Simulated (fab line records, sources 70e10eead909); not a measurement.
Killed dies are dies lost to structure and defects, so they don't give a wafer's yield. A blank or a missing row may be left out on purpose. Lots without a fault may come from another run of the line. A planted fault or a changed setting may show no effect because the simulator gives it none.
Which tool did it? | flow nand_harc | 6 lots, 18 wafers sampled, at 5 steps of a route of 1159

WHAT THE GAUGES READ, wafer by wafer
NHARC_END_SORT_01.
lot | measured | on | killed_at_array

WHICH TOOL RAN EACH LOT (tool, then ch and the chambers of the sampled wafers, then the start)
lot  | NHARC_A_STAIRCASE_DEP_156       | NHARC_A_STAIRCASE_TRIM_12          | NHARC_A_STAIRCASE_ETCH_13          | NHARC_A_STAIRCASE_ETCH_23
L491 | pecvd-03 ch 0,1,2, day 11 07:11 | rie_diel-11 ch 0,1,2, day 11 10:04 | rie_diel-11 ch 0,1,3, day 11 10:13 | rie_diel-07 ch 0,2,3, no start
L495 | pecvd-04 ch 1,2, day 11 10:55   | rie_diel-01 ch 0,1,3, day 11 13:46 | rie_diel-01 ch 0,1, day 11 13:57   | rie_diel-01 ch 1,2,3, no start
L494 | pecvd-04 ch 0,1,2, day 11 17:07 | rie_diel-01 ch 0,1, day 11 20:03   | rie_diel-01 ch 0,3, day 11 20:13   | rie_diel-11 ch 1,2, no start
L500 | pecvd-01 ch 0,1,2, day 13 08:05 | rie_diel-07 ch 2,3, day 13 10:53   | rie_diel-07 ch 1,2,3, day 13 11:02 | rie_diel-11 ch 0,1,2, no start
L507 | pecvd-03 ch 1,2, day 15 07:05   | rie_diel-11 ch 1,2,3, day 15 10:10 | rie_diel-11 ch 1,2,3, day 15 10:19 | rie_diel-01 ch 1,2,3, no start
L512 | pecvd-04 ch 1,2, day 15 19:58   | rie_diel-07 ch 1,2,3, day 15 23:12 | rie_diel-07 ch 0,3, day 15 23:19   | rie_diel-07 ch 0,1,2, no start
- NHARC_A_STAIRCASE_DEP_156: deposits SiNx, target thk 50 nm.
- NHARC_A_STAIRCASE_TRIM_12: chemistry O2, time 211.2 s.
- NHARC_A_STAIRCASE_ETCH_13: etches the open film in C4F8/O2, target depth 100 nm, time 40.5 s.
- NHARC_A_STAIRCASE_ETCH_23: etches the open film in C4F8/O2, target depth 100 nm, time 40.5 s.

THE ANSWER, worked out from the rows above alone
Rule: what is usual is taken from the lots themselves. Put in order of their means at a reading, lots are off if they are a third of the lots or fewer, leave a main group of 4 or more, and stand apart from it by a gap of 3 or more times the standard deviation of the main group's means; of several such gaps the widest counts. A main group whose means are all the same, to the digits that the tables above print for the reading, isn't used. A lot without any number at a reading at which 4 lots or more have one is off too. The other lots that the step has rows for count as sound.
No lot is off at any reading shown: from this, nothing can be told.

WHAT THE SIMULATOR HAD PUT IN
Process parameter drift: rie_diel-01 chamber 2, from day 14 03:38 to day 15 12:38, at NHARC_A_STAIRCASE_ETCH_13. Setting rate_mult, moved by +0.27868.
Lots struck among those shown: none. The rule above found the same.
